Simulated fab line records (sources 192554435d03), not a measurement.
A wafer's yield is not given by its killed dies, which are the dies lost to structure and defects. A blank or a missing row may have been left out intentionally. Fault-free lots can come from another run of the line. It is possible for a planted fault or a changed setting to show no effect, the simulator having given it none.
fab line records || flow n5_finfet
[record] {"lots": 3, "wafers": 9, "last_day": 17}
route steps=1938 shown BEOL_M1@829 BEOL_M2@841 BEOL_M4@1111 PASSIVATION@1936
lots with no fault: from the same line, run without faults
start_h: the number of hours between the record's first day and the start of the first shown wafer of the lot || wait_h: how many hours have passed since the lot's step before this one || " as in the row above || L1.1+2: several wafers, shown together as one row || - value missing, or start not given || * or withheld: withheld || < > ~ a bound
route shown NAME@n: names a module that has steps shown in the file, with the first one's number in the route || usual: the fault-free wafers' mean and standard deviation || same: alike in all rows || chamber/n: place in a boat || sites: the reading at each site || _std_site: the values' standard deviation || _edge_site: outer sites' mean less inner sites' || radius_mm: for every site, how far away it sits from the centre of the wafer || mask NAME#n: copy n || behind: tool/chamber where the wafer was last shaped || hold: reason for holding the lot/hours on hold/outcome of the hold || device: transistor that didn't switch, given as n, p or np || end of line: tests run on the same wafers once the route is complete || step lacking rows: just its recipe || killed: the dies lost at the first sort to structure and to defects; this is not the yield of the wafer || map: shows each die of a wafer: x if killed, . if not, _ if none is there
set.NAME: the setting the step ran with; set.NAME@STEP: the setting that earlier step ran with || model.NAME: the simulator's own value behind a step, which no gauge read
certain route steps with their lots: each step a table, each wafer a row
services: the hour from which a tool's chamber was out of use, counted from the record's first day as start_h (under 0 if before that day), plus the number of hours and why
[[steps]]
[step N5_BEOL_M1_ANNEAL_95]
[recipe] {"temp_c": 400, "time_s": 240, "ambient": "vacuum"}
[step N5_BEOL_M1_SPUTTER_96]
[recipe] {"material": "Cu", "target_thk_a": 45, "temp_c": -20, "chamber_pressure_pa": 0.07, "power_w": "withheld", "time_s": 8.29}
[step N5_BEOL_M1_ECD_50]
[recipe] {"material": "Cu", "target_thk_a": 3000}
[step N5_BEOL_M1_ANNEAL_51]
[recipe] {"temp_c": 225, "time_s": 90, "ambient": "N2"}
[step N5_BEOL_M1_CMP_52]
[recipe] {"stop_on": "SiOC", "t_overpolish_s": 6.8, "down_force_psi": 1, "platen_rpm": 50, "clearing_platen_down_force_psi": 1.5, "clearing_platen_rpm": 50, "post_cmp_clean": "cu_alkaline", "target_thk_nm": 40, "clearing_platen_pad_velocity_m_s": 0.99484, "pad_velocity_m_s": 0.99484}
[step N5_BEOL_M1_PRE_CLEAN_60]
[recipe] {"gas": "NH3/H2", "time_s": 15, "temp_c": "*", "rf_power_w": 300}
[step N5_BEOL_M1_CO_CAP_55]
[recipe] {"material": "Co", "target_thk_a": 20, "temp_c": 200, "precursor": "CCTBA/H2", "pressure_torr": 30, "time_s": 102.1}
[step N5_BEOL_M1_PRE_CLEAN_56]
[recipe] {"gas": "NH3", "time_s": 15, "temp_c": "withheld", "rf_power_w": 300}
[step N5_BEOL_M1_DEP_57]
[recipe] {"material": "SiCN", "target_thk_a": 80, "temp_c": "withheld", "precursor": "3MS/NH3", "pressure_torr": 3, "rf_w": 202, "time_s": 14}
[step N5_BEOL_M2_ILD_DEP_00]
[recipe] {"material": "SiOC", "target_thk_a": 790, "temp_c": 350, "precursor": "DEMS/O2", "pressure_torr": 5, "rf_w": 500, "time_s": 15.3}
[usual] {"heater_power_w": "443/63", "showerhead_plenum_p_Torr": "5.694/0.022", "throttle_valve_pct": "12.0/1.2"}
{"lot.wafer": "L496.1", "tool": "pecvd-02", "chamber": 2, "start_h": 195.51, "wait_h": 0.0, "heater_power_w": 473, "showerhead_plenum_p_Torr": 5.689, "throttle_valve_pct": 10.8, "model.SiOC_of_BEOL_M2_ILD_DEP_00.thk_nm": 80.8}
{"lot.wafer": "L496.4", "tool": "pecvd-02", "chamber": 0, "start_h": 195.51, "wait_h": 0.0, "heater_power_w": 438, "showerhead_plenum_p_Torr": 5.697, "throttle_valve_pct": 11.1, "model.SiOC_of_BEOL_M2_ILD_DEP_00.thk_nm": 82.4}
{"lot.wafer": "L496.6", "tool": "pecvd-02", "chamber": 2, "start_h": 195.51, "wait_h": 0.0, "heater_power_w": 483, "showerhead_plenum_p_Torr": 5.677, "throttle_valve_pct": 11.4, "model.SiOC_of_BEOL_M2_ILD_DEP_00.thk_nm": 81.4}
{"lot.wafer": "L500.1", "tool": "pecvd-02", "chamber": 1, "start_h": 213.83, "wait_h": 0.0, "heater_power_w": 407, "showerhead_plenum_p_Torr": 5.703, "throttle_valve_pct": 13.8, "model.SiOC_of_BEOL_M2_ILD_DEP_00.thk_nm": 93}
{"lot.wafer": "L500.2", "tool": "pecvd-02", "chamber": 0, "start_h": 213.83, "wait_h": 0.0, "heater_power_w": 425, "showerhead_plenum_p_Torr": 5.713, "throttle_valve_pct": 11.2, "model.SiOC_of_BEOL_M2_ILD_DEP_00.thk_nm": 94.8}
{"lot.wafer": "L500.3", "tool": "pecvd-02", "chamber": 2, "start_h": 213.83, "wait_h": 0.0, "heater_power_w": 449, "showerhead_plenum_p_Torr": 5.677, "throttle_valve_pct": 11.1, "model.SiOC_of_BEOL_M2_ILD_DEP_00.thk_nm": 93.2}
{"lot.wafer": "L508.1", "tool": "pecvd-03", "chamber": 1, "start_h": 267.12, "wait_h": 0.0, "heater_power_w": 488, "showerhead_plenum_p_Torr": 5.677, "throttle_valve_pct": 11.0, "model.SiOC_of_BEOL_M2_ILD_DEP_00.thk_nm": 78.4}
{"lot.wafer": "L508.3", "tool": "pecvd-03", "chamber": 0, "start_h": 267.12, "wait_h": 0.0, "heater_power_w": 336, "showerhead_plenum_p_Torr": 5.705, "throttle_valve_pct": 13.6, "model.SiOC_of_BEOL_M2_ILD_DEP_00.thk_nm": 77.6}
{"lot.wafer": "L508.6", "tool": "pecvd-03", "chamber": 0, "start_h": 267.12, "wait_h": 0.0, "heater_power_w": 336, "showerhead_plenum_p_Torr": 5.718, "throttle_valve_pct": 13.8, "model.SiOC_of_BEOL_M2_ILD_DEP_00.thk_nm": 78.6}
[step N5_BEOL_M2_THK_MEAS_01]
[recipe] {"reads": "SiOC_of_BEOL_M2_ILD_DEP_00"}
[usual] {"M2_ILD_THK": "79.1/1.3"}
{"lot.wafer": "L496.1", "tool": "film_metro-02", "chamber": "-", "start_h": 195.58, "wait_h": 0.0, "M2_ILD_THK[nm]": 80.7}
{"lot.wafer": "L496.4", "tool": "film_metro-02", "chamber": "-", "start_h": 195.58, "wait_h": 0.0, "M2_ILD_THK[nm]": 82.3}
{"lot.wafer": "L496.6", "tool": "film_metro-02", "chamber": "-", "start_h": 195.58, "wait_h": 0.0, "M2_ILD_THK[nm]": 81.4}
{"lot.wafer": "L500.1", "tool": "film_metro-01", "chamber": "-", "start_h": 213.90, "wait_h": 0.0, "M2_ILD_THK[nm]": 93.2}
{"lot.wafer": "L500.2", "tool": "film_metro-01", "chamber": "-", "start_h": 213.90, "wait_h": 0.0, "M2_ILD_THK[nm]": 94.8}
{"lot.wafer": "L500.3", "tool": "film_metro-01", "chamber": "-", "start_h": 213.90, "wait_h": 0.0, "M2_ILD_THK[nm]": 93.3}
{"lot.wafer": "L508.1", "tool": "film_metro-01", "chamber": "-", "start_h": 267.19, "wait_h": 0.0, "M2_ILD_THK[nm]": 78.4}
{"lot.wafer": "L508.3", "tool": "film_metro-01", "chamber": "-", "start_h": 267.19, "wait_h": 0.0, "M2_ILD_THK[nm]": 77.5}
{"lot.wafer": "L508.6", "tool": "film_metro-01", "chamber": "-", "start_h": 267.19, "wait_h": 0.0, "M2_ILD_THK[nm]": 78.7}
[step N5_BEOL_M2_PECVD_72]
[recipe] {"material": "SiO2", "target_thk_a": 160, "temp_c": 400, "precursor": "TEOS/O2", "pressure_torr": 5.5, "rf_w": 450, "teos_flow_sccm": 53.8, "gas": "O2", "flow_sccm": 3000, "time_s": 18}
[step N5_BEOL_M2_HM_DEP_02]
[recipe] {"material": "TiN", "target_thk_a": 200, "temp_c": 25, "chamber_pressure_pa": 0.49996}
[step N5_BEOL_M2_COAT_61]
[recipe] {"resist": "SOC", "temp_c": 250, "time_s": 60, "spin_rpm": 1500, "resist_thk_nm": 60}
[step N5_BEOL_M2_COAT_62]
[recipe] {"resist": "SiARC", "temp_c": 220, "time_s": 60, "spin_rpm": 1500, "resist_thk_nm": 12}
[step N5_BEOL_M2_COAT_73]
[recipe] {"resist": "underlayer", "temp_c": 205, "time_s": 60, "spin_rpm": 1500, "resist_thk_nm": 5}
[step N5_BEOL_M2_COAT_05]
[recipe] {"resist": "CAR-EUV", "spin_rpm": 1500, "resist_thk_nm": 30}
[step N5_BEOL_M2_EBR_07]
[recipe] {"solvent": "PGMEA", "ebr_width_mm": 1.5}
[step N5_BEOL_M2_SOFTBAKE_06]
[recipe] {"temp_c": 110, "time_s": 60, "resist": "CAR-EUV"}
[step N5_BEOL_M2_EXPOSE_08]
[recipe] {"mask_id": "M2", "na": 0.33, "source_shape": "dipole", "sigma_inner": 0.369, "sigma_outer": 0.767, "polarization": "unpolarized", "dose_mj": 41.25}
[step N5_BEOL_M2_PEB_09]
[recipe] {"peb_temp_c": 100, "peb_time_s": 60, "resist": "CAR-EUV"}
[step N5_BEOL_M2_DEVELOP_10]
[recipe] {"develop_time_s": 30, "developer": "TMAH", "resist": "CAR-EUV", "rinse_liquid": "surfactant_rinse", "dry": "air_spin", "dev_temp_c": 23}
[step N5_BEOL_M2_DESCUM_16]
[recipe] {"chemistry": "O2", "time_s": 7, "source_power_w": 50, "bias_power_w": 20, "pressure_mtorr": 20, "rf_frequency_hz": 2.712e+07, "temp_c": 40, "resist": "CAR-EUV", "o2_flow_sccm": 225}
[step N5_BEOL_M2_ETCH_74]
[recipe] {"chemistry": "N2/H2", "target": "underlayer", "target_depth_a": 65, "mask_material": "CAR-EUV", "time_s": 5.2, "ion_energy_ev": 200, "pressure_mtorr": 30, "source_w": 840, "bias_w": 150, "n2_flow_sccm": 200, "h2_flow_sccm": 200, "ends": "cleared"}
[step N5_BEOL_M2_ETCH_63]
[recipe] {"chemistry": "CF4", "target": "SiARC", "target_depth_a": 156, "mask_material": "CAR-EUV", "time_s": 26, "ion_energy_ev": 80, "pressure_mtorr": 40, "source_w": 545, "bias_w": 36, "Ar_flow_sccm": 100, "cf4_flow_sccm": 100, "ends": "cleared"}
[step N5_BEOL_M2_ETCH_64]
[recipe] {"chemistry": "N2/H2", "target": "SOC", "target_depth_a": 750, "overetch_a": 225, "mask_material": "SiARC", "temp_c": 40, "time_s": 121.9, "ion_energy_ev": 200, "pressure_mtorr": 30, "source_w": 840, "bias_w": 150, "n2_flow_sccm": 200, "h2_flow_sccm": 200}
[step N5_BEOL_M2_STRIP_65]
[recipe] {"chemistry": "N2/H2", "temp_c": 40, "n2_flow_sccm": 200, "h2_flow_sccm": 200, "rf_frequency_hz": 6e+07}
[step N5_BEOL_M2_STRIP_75]
[recipe] {"chemistry": "N2/H2", "temp_c": 40, "n2_flow_sccm": 200, "h2_flow_sccm": 200, "rf_frequency_hz": 6e+07}
[step N5_BEOL_M2_STRIP_66]
[recipe] {"chemistry": "CF4", "resist": "SiARC", "power_w": 300, "bias_power_w": 75, "pressure_mtorr": 50, "cf4_flow_sccm": 150, "rf_frequency_hz": 6e+07}
[step N5_BEOL_M2_HM_OPEN_17]
[recipe] {"chemistry": "Cl2/BCl3", "target_depth_a": 200, "overetch_a": 60, "target": "TiN", "mask_material": "SOC", "ion_energy_ev": 150, "pressure_mtorr": 10, "icp_w": 1000, "bias_w": 126, "Cl2_flow_sccm": 53.25, "bcl3_flow_sccm": 21.75, "Ar_flow_sccm": 25}
[step N5_BEOL_M2_STRIP_19]
[recipe] {"chemistry": "O2", "power_w": 400, "temp_c": 40, "pressure_mtorr": 30, "rf_frequency_hz": 6e+07, "bias_power_w": 0, "overash_fraction": 0.2, "o2_flow_sccm": 225}
[step N5_BEOL_M2_COAT_67]
[recipe] {"resist": "SOC", "temp_c": 250, "time_s": 60, "spin_rpm": 1500, "resist_thk_nm": 60}
[step N5_BEOL_M2_COAT_68]
[recipe] {"resist": "SiARC", "temp_c": 220, "time_s": 60, "spin_rpm": 1500, "resist_thk_nm": 12}
[step N5_BEOL_M2_COAT_76]
[recipe] {"resist": "underlayer", "temp_c": 205, "time_s": 60, "spin_rpm": 1500, "resist_thk_nm": 5}
[step N5_BEOL_M2_COAT_22]
[recipe] {"resist": "CAR-EUV", "spin_rpm": 1500, "resist_thk_nm": 30}
[step N5_BEOL_M2_CMP_52]
[recipe] {"stop_on": "SiOC", "t_overpolish_s": 6.8, "down_force_psi": 1, "platen_rpm": 50, "clearing_platen_down_force_psi": 1.5, "clearing_platen_rpm": 50, "post_cmp_clean": "cu_alkaline", "target_thk_nm": 40, "clearing_platen_pad_velocity_m_s": 0.99484, "pad_velocity_m_s": 0.99484}
[usual] {"motor_current_A": "6.2/0.33"}
{"lot.wafer": "L496.1", "tool": "cmp-03", "chamber": 3, "start_h": 206.20, "wait_h": 0.3, "motor_current_A": 6.5, "model.SiOC_of_BEOL_M2_ILD_DEP_00.thk_nm": 77.8}
{"lot.wafer": "L496.4", "tool": "cmp-03", "chamber": 0, "start_h": 206.20, "wait_h": 0.3, "motor_current_A": 6.1, "model.SiOC_of_BEOL_M2_ILD_DEP_00.thk_nm": 79.4}
{"lot.wafer": "L496.6", "tool": "cmp-03", "chamber": 2, "start_h": 206.20, "wait_h": 0.3, "motor_current_A": 6.2, "model.SiOC_of_BEOL_M2_ILD_DEP_00.thk_nm": 78.4}
{"lot.wafer": "L500.2", "tool": "cmp-03", "chamber": 2, "start_h": 220.76, "wait_h": 0.2, "motor_current_A": 6.1, "model.SiOC_of_BEOL_M2_ILD_DEP_00.thk_nm": 91.8}
{"lot.wafer": "L500.1", "tool": "cmp-03", "chamber": 3, "start_h": 220.76, "wait_h": 0.2, "motor_current_A": 6.4, "model.SiOC_of_BEOL_M2_ILD_DEP_00.thk_nm": 90}
{"lot.wafer": "L500.3", "tool": "cmp-03", "chamber": 1, "start_h": 220.76, "wait_h": 0.2, "motor_current_A": 6.6, "model.SiOC_of_BEOL_M2_ILD_DEP_00.thk_nm": 90.2}
{"lot.wafer": "L508.1", "tool": "cmp-01", "chamber": 0, "start_h": 275.62, "wait_h": 0.3, "motor_current_A": 6.0, "model.SiOC_of_BEOL_M2_ILD_DEP_00.thk_nm": 75.4}
{"lot.wafer": "L508.3", "tool": "cmp-01", "chamber": 1, "start_h": 275.62, "wait_h": 0.3, "motor_current_A": 6.2, "model.SiOC_of_BEOL_M2_ILD_DEP_00.thk_nm": 74.6}
{"lot.wafer": "L508.6", "tool": "cmp-01", "chamber": 3, "start_h": 275.62, "wait_h": 0.3, "motor_current_A": 6.2, "model.SiOC_of_BEOL_M2_ILD_DEP_00.thk_nm": 75.6}
[step N5_BEOL_M4_RC_MEAS_101]
[usual] {"DIBL_N": "37.3/2.3", "DIBL_P": "37.4/2.9", "IOFF_N": "0.18/0.045", "IOFF_P": "0.25/0.054", "ION_N": "679/15", "ION_P": "468/9.7", "SS_N": "71.8/0.62", "SS_P": "73.6/0.76", "VT_N": "248/4.1", "VT_P": "-248/3.6"}
{"lot.wafer": "L496.1", "tool": "prober-01", "chamber": 0, "start_h": 235.73, "wait_h": 0.0, "DIBL_N[mV/V]": 39.3, "DIBL_P[mV/V]": 40.3, "IOFF_N[nA/um]": 0.24, "IOFF_P[nA/um]": 0.27, "ION_N[uA/um]": 697, "ION_P[uA/um]": 474, "SS_N[mV/dec]": 73.0, "SS_P[mV/dec]": 74.3, "VT_N[mV]": 243, "VT_P[mV]": -249}
{"lot.wafer": "L496.4", "tool": "prober-01", "chamber": 0, "start_h": 235.73, "wait_h": 0.0, "DIBL_N[mV/V]": 34.9, "DIBL_P[mV/V]": 36.9, "IOFF_N[nA/um]": 0.16, "IOFF_P[nA/um]": 0.22, "ION_N[uA/um]": 676, "ION_P[uA/um]": 472, "SS_N[mV/dec]": 71.4, "SS_P[mV/dec]": 73.0, "VT_N[mV]": 247, "VT_P[mV]": -251}
{"lot.wafer": "L496.6", "tool": "prober-01", "chamber": 0, "start_h": 235.73, "wait_h": 0.0, "DIBL_N[mV/V]": 38.3, "DIBL_P[mV/V]": 40.4, "IOFF_N[nA/um]": 0.24, "IOFF_P[nA/um]": 0.29, "ION_N[uA/um]": 685, "ION_P[uA/um]": 468, "SS_N[mV/dec]": 72.8, "SS_P[mV/dec]": 74.1, "VT_N[mV]": 245, "VT_P[mV]": -245}
{"lot.wafer": "L500.1", "tool": "prober-01", "chamber": 0, "start_h": 241.89, "wait_h": 0.0, "DIBL_N[mV/V]": 39.3, "DIBL_P[mV/V]": 41.0, "IOFF_N[nA/um]": 0.21, "IOFF_P[nA/um]": 0.29, "ION_N[uA/um]": 693, "ION_P[uA/um]": 479, "SS_N[mV/dec]": 72.9, "SS_P[mV/dec]": 74.2, "VT_N[mV]": 247, "VT_P[mV]": -246}
{"lot.wafer": "L500.2", "tool": "prober-01", "chamber": 0, "start_h": 241.89, "wait_h": 0.0, "DIBL_N[mV/V]": 39.4, "DIBL_P[mV/V]": 41.4, "IOFF_N[nA/um]": 0.20, "IOFF_P[nA/um]": 0.29, "ION_N[uA/um]": 695, "ION_P[uA/um]": 476, "SS_N[mV/dec]": 72.3, "SS_P[mV/dec]": 74.6, "VT_N[mV]": 247, "VT_P[mV]": -247}
{"lot.wafer": "L500.3", "tool": "prober-01", "chamber": 0, "start_h": 241.89, "wait_h": 0.0, "DIBL_N[mV/V]": 36.3, "DIBL_P[mV/V]": 36.9, "IOFF_N[nA/um]": 0.14, "IOFF_P[nA/um]": 0.21, "ION_N[uA/um]": 662, "ION_P[uA/um]": 460, "SS_N[mV/dec]": 72.1, "SS_P[mV/dec]": 73.8, "VT_N[mV]": 253, "VT_P[mV]": -251}
{"lot.wafer": "L508.1", "tool": "prober-01", "chamber": 0, "start_h": 300.52, "wait_h": 0.0, "DIBL_N[mV/V]": 35.7, "DIBL_P[mV/V]": 35.9, "IOFF_N[nA/um]": 0.15, "IOFF_P[nA/um]": 0.20, "ION_N[uA/um]": 665, "ION_P[uA/um]": 462, "SS_N[mV/dec]": 71.9, "SS_P[mV/dec]": 72.8, "VT_N[mV]": 253, "VT_P[mV]": -251}
{"lot.wafer": "L508.3", "tool": "prober-01", "chamber": 0, "start_h": 300.52, "wait_h": 0.0, "DIBL_N[mV/V]": 38.5, "DIBL_P[mV/V]": 39.3, "IOFF_N[nA/um]": 0.19, "IOFF_P[nA/um]": 0.26, "ION_N[uA/um]": 687, "ION_P[uA/um]": 470, "SS_N[mV/dec]": 72.2, "SS_P[mV/dec]": 74.0, "VT_N[mV]": 247, "VT_P[mV]": -245}
{"lot.wafer": "L508.6", "tool": "prober-01", "chamber": 0, "start_h": 300.52, "wait_h": 0.0, "DIBL_N[mV/V]": 37.6, "DIBL_P[mV/V]": 38.3, "IOFF_N[nA/um]": 0.18, "IOFF_P[nA/um]": 0.24, "ION_N[uA/um]": 690, "ION_P[uA/um]": 468, "SS_N[mV/dec]": 72.0, "SS_P[mV/dec]": 74.0, "VT_N[mV]": 247, "VT_P[mV]": -249}
[step N5_PASSIVATION_PROBE_49]
[usual] {"defect_limited_yield": "91.3/1.5", "killed_at_M0_to_M3": "35/8.7", "killed_at_M4_up": "14/5.5", "killed_at_contacts": "11/5.6", "killed_at_front_end": "39/13", "killed_at_other": "3.7/2.2", "killed_dies": "103/18", "killed_on_rim": "14/4.4", "killed_open": "69/14", "killed_short": "33/7.8", "sort_bin_5_function": "5.1/0.99", "sort_bin_6_memory": "3.3/0.67", "sort_n_pass": "1077/18", "sort_yield_pct": "91.2/1.5"}
[same] {"gross_dies": 1180, "killed_at_back_side": 0, "sort_bin_4_leakage[%]": 0, "sort_bin_8_speed[%]": 0}
{"lot.wafer": "L500.1", "tool": "prober-02", "chamber": "-", "start_h": 350.78, "wait_h": 0.0, "defect_limited_yield[%]": 90.2, "killed_at_M0_to_M3": 46, "killed_at_M4_up": 7, "killed_at_contacts": 7, "killed_at_front_end": 52, "killed_at_other": 4, "killed_dies": 116, "killed_on_rim": 18, "killed_open": 80, "killed_short": 36, "sort_bin_5_function[%]": 5.4, "sort_bin_6_memory[%]": 4.0, "sort_n_pass": 1064, "sort_yield_pct[%]": 90.2}
{"lot.wafer": "L500.2", "tool": "prober-02", "chamber": "-", "start_h": 350.83, "wait_h": 0.1, "defect_limited_yield[%]": 89.6, "killed_at_M0_to_M3": 50, "killed_at_M4_up": 17, "killed_at_contacts": 12, "killed_at_front_end": 43, "killed_at_other": 1, "killed_dies": 123, "killed_on_rim": 17, "killed_open": 86, "killed_short": 35, "sort_bin_5_function[%]": 6.4, "sort_bin_6_memory[%]": 3.7, "sort_n_pass": 1057, "sort_yield_pct[%]": 89.6}
{"lot.wafer": "L500.3", "tool": "prober-02", "chamber": "-", "start_h": 350.88, "wait_h": 0.1, "defect_limited_yield[%]": 88.7, "killed_at_M0_to_M3": 47, "killed_at_M4_up": 10, "killed_at_contacts": 7, "killed_at_front_end": 68, "killed_at_other": 1, "killed_dies": 133, "killed_on_rim": 19, "killed_open": 91, "killed_short": 40, "sort_bin_5_function[%]": 6.4, "sort_bin_6_memory[%]": 4.3, "sort_n_pass": 1047, "sort_yield_pct[%]": 88.7}
{"lot.wafer": "L496.1", "tool": "prober-01", "chamber": "-", "start_h": 352.38, "wait_h": 0.0, "defect_limited_yield[%]": 89.9, "killed_at_M0_to_M3": 44, "killed_at_M4_up": 13, "killed_at_contacts": 4, "killed_at_front_end": 56, "killed_at_other": 2, "killed_dies": 119, "killed_on_rim": 13, "killed_open": 80, "killed_short": 39, "sort_bin_5_function[%]": 5.3, "sort_bin_6_memory[%]": 4.6, "sort_n_pass": 1061, "sort_yield_pct[%]": 89.9}
{"lot.wafer": "L496.4", "tool": "prober-01", "chamber": "-", "start_h": 352.53, "wait_h": 0.2, "defect_limited_yield[%]": 91.2, "killed_at_M0_to_M3": 33, "killed_at_M4_up": 11, "killed_at_contacts": 8, "killed_at_front_end": 51, "killed_at_other": 1, "killed_dies": 104, "killed_on_rim": 16, "killed_open": 74, "killed_short": 30, "sort_bin_5_function[%]": 5.1, "sort_bin_6_memory[%]": 3.4, "sort_n_pass": 1076, "sort_yield_pct[%]": 91.2}
{"lot.wafer": "L496.6", "tool": "prober-01", "chamber": "-", "start_h": 352.63, "wait_h": 0.3, "defect_limited_yield[%]": 92.3, "killed_at_M0_to_M3": 39, "killed_at_M4_up": 16, "killed_at_contacts": 6, "killed_at_front_end": 29, "killed_at_other": 1, "killed_dies": 91, "killed_on_rim": 10, "killed_open": 60, "killed_short": 29, "sort_bin_5_function[%]": 5.1, "sort_bin_6_memory[%]": 2.4, "sort_n_pass": 1089, "sort_yield_pct[%]": 92.3}
{"lot.wafer": "L508.1", "tool": "prober-02", "chamber": "-", "start_h": 415.37, "wait_h": 0.0, "defect_limited_yield[%]": 93.1, "killed_at_M0_to_M3": 26, "killed_at_M4_up": 19, "killed_at_contacts": 5, "killed_at_front_end": 28, "killed_at_other": 4, "killed_dies": 82, "killed_on_rim": 10, "killed_open": 60, "killed_short": 21, "sort_bin_5_function[%]": 4.3, "sort_bin_6_memory[%]": 2.5, "sort_n_pass": 1098, "sort_yield_pct[%]": 93.1}
{"lot.wafer": "L508.3", "tool": "prober-02", "chamber": "-", "start_h": 415.47, "wait_h": 0.1, "defect_limited_yield[%]": 91.1, "killed_at_M0_to_M3": 35, "killed_at_M4_up": 19, "killed_at_contacts": 16, "killed_at_front_end": 30, "killed_at_other": 5, "killed_dies": 105, "killed_on_rim": 13, "killed_open": 72, "killed_short": 33, "sort_bin_5_function[%]": 5.3, "sort_bin_6_memory[%]": 3.1, "sort_n_pass": 1075, "sort_yield_pct[%]": 91.1}
{"lot.wafer": "L508.6", "tool": "prober-02", "chamber": "-", "start_h": 415.62, "wait_h": 0.3, "defect_limited_yield[%]": 90.9, "killed_at_M0_to_M3": 25, "killed_at_M4_up": 21, "killed_at_contacts": 18, "killed_at_front_end": 36, "killed_at_other": 7, "killed_dies": 107, "killed_on_rim": 11, "killed_open": 76, "killed_short": 29, "sort_bin_5_function[%]": 5.1, "sort_bin_6_memory[%]": 3.5, "sort_n_pass": 1073, "sort_yield_pct[%]": 90.9}
// killed by level:class
L500.1 BEOL_M2:geometric_particle:open=18 BEOL_M3:geometric_particle:open=13 STI_FIN_REVEAL:geometric_particle:open=9 FIN_SAQP:geometric_particle:short=7 FIN_SAQP:geometric_particle:open=6 GATE_CUT:geometric_particle:short=6 BEOL_M0_SAQP:geometric_particle:open=5 DUMMY_GATE:geometric_particle:open=4
L500.2 BEOL_M0_SAQP:geometric_particle:open=14 BEOL_M3:geometric_particle:open=11 MOL_CONTACT_COAG:geometric_particle:open=10 FIN_SAQP:geometric_particle:open=7 FIN_SAQP:geometric_particle:short=7 STI_FIN_REVEAL:geometric_particle:open=6 BEOL_M0_SAQP:geometric_particle:short=6 BEOL_M2:geometric_particle:open=6
L500.3 BEOL_M2:geometric_particle:open=13 BEOL_M0_SAQP:geometric_particle:open=13 FIN_SAQP:geometric_particle:open=12 BEOL_M0_SAQP:geometric_particle:short=11 ILD0:geometric_particle:short=9 FIN_SAQP:geometric_particle:short=8 STI_FIN_REVEAL:geometric_particle:open=8 DUMMY_GATE:geometric_particle:open=8
L496.1 STI_FIN_REVEAL:geometric_particle:open=16 GATE_CUT:geometric_particle:short=12 BEOL_M2:geometric_particle:open=12 BEOL_M4:geometric_particle:open=10 BEOL_M3:geometric_particle:open=6 FIN_SAQP:geometric_particle:open=5 GATE_CUT:geometric_particle:open=5 BEOL_M0_SAQP:geometric_particle:short=5
L496.4 FIN_SAQP:geometric_particle:open=16 STI_FIN_REVEAL:geometric_particle:open=12 BEOL_M0_SAQP:geometric_particle:open=12 BEOL_M0_SAQP:geometric_particle:short=9 MOL_CONTACT_COAG:geometric_particle:open=8 BEOL_M4:geometric_particle:open=7 SPACER0:geometric_particle:open=5 FIN_SAQP:geometric_particle:short=4
L496.6 BEOL_M0_SAQP:geometric_particle:short=11 BEOL_M0_SAQP:geometric_particle:open=10 FIN_SAQP:geometric_particle:open=7 STI_FIN_REVEAL:geometric_particle:open=7 MOL_CONTACT_COAG:geometric_particle:open=6 BEOL_M3:geometric_particle:open=6 BEOL_M4:geometric_particle:short=6 BEOL_M1:geometric_particle:open=5
L508.1 BEOL_M4:geometric_particle:open=12 STI_FIN_REVEAL:geometric_particle:open=7 BEOL_M0_SAQP:geometric_particle:open=6 BEOL_M0_SAQP:geometric_particle:short=5 BEOL_M1:geometric_particle:open=5 FIN_SAQP:geometric_particle:open=4 DUMMY_GATE:geometric_particle:open=4 MOL_CONTACT_COAG:geometric_particle:open=3
L508.3 MOL_CONTACT_COAG:geometric_particle:open=13 BEOL_M3:geometric_particle:open=8 GATE_CUT:geometric_particle:short=8 BEOL_M0_SAQP:geometric_particle:open=8 BEOL_M4:geometric_particle:open=8 BEOL_M0_SAQP:geometric_particle:short=7 STI_FIN_REVEAL:geometric_particle:open=6 BEOL_M1:geometric_particle:open=5
L508.6 STI_FIN_REVEAL:geometric_particle:open=19 BEOL_M4:geometric_particle:open=11 MOL_CONTACT_COAG:geometric_particle:open=11 DUMMY_GATE:geometric_particle:open=7 MOL_CONTACT_COAG:geometric_particle:short=7 BEOL_M3:geometric_particle:open=7 BEOL_M5:geometric_particle:open=5 BEOL_M0_SAQP:geometric_particle:short=5
[[services]]
{"tool": "pecvd-03", "chamber": "-", "start_h": 174.60, "hours": 0.8, "kind": "pm"}
{"tool": "pecvd-03", "chamber": "-", "start_h": 182.50, "hours": 5.7, "kind": "repair"}
{"tool": "cmp-01", "chamber": "-", "start_h": 189.80, "hours": 1.9, "kind": "repair"}
{"tool": "cmp-01", "chamber": "-", "start_h": 193.31, "hours": 2.1, "kind": "repair"}
{"tool": "pecvd-03", "chamber": 2, "start_h": 209.27, "hours": 11.5, "kind": "repair"}
{"tool": "pecvd-03", "chamber": 1, "start_h": 212.26, "hours": 4.4, "kind": "repair"}
{"tool": "cmp-03", "chamber": "-", "start_h": 221.66, "hours": 4.0, "kind": "pm"}
{"tool": "cmp-03", "chamber": "-", "start_h": 225.66, "hours": "-", "kind": "consumable_replace:conditioner"}
{"tool": "cmp-03", "chamber": "-", "start_h": 225.66, "hours": "-", "kind": "consumable_replace:pad"}
{"tool": "pecvd-03", "chamber": 1, "start_h": 244.59, "hours": 14.5, "kind": "repair"}
{"tool": "cmp-03", "chamber": "-", "start_h": 248.75, "hours": 2.2, "kind": "repair"}
{"tool": "cmp-03", "chamber": "-", "start_h": 265.83, "hours": 7.2, "kind": "pm"}
[[key]]
[first_sign] {"step": "N5_BEOL_M2_THK_MEAS_01", "reading": "M2_ILD_THK", "direction": "up", "sigmas": 11, "usual": 79.1, "struck": 93.8}
effect none on later readings
[model_effect] {"step": "N5_BEOL_M2_ILD_DEP_00", "value": "SiOC_of_BEOL_M2_ILD_DEP_00.thk_nm", "without": 79.07, "struck": 93.67}
[model_effect] {"step": "N5_BEOL_M2_CMP_52", "value": "SiOC_of_BEOL_M2_ILD_DEP_00.thk_nm", "without": 76.07, "struck": 90.67}
met_at N5_BEOL_M2_ILD_DEP_00
struck_wafers L500.1,L500.2,L500.3
onset_between 195.51 213.83
[fault] {"kind": "process_parameter_drift", "tool": "pecvd-02", "chamber": "-", "onset_h": 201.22, "steps": "N5_BEOL_M2_ILD_DEP_00", "channel": "target_thk_a", "offset": "*", "shape": "step", "acts_in": "*", "stated": "*"}
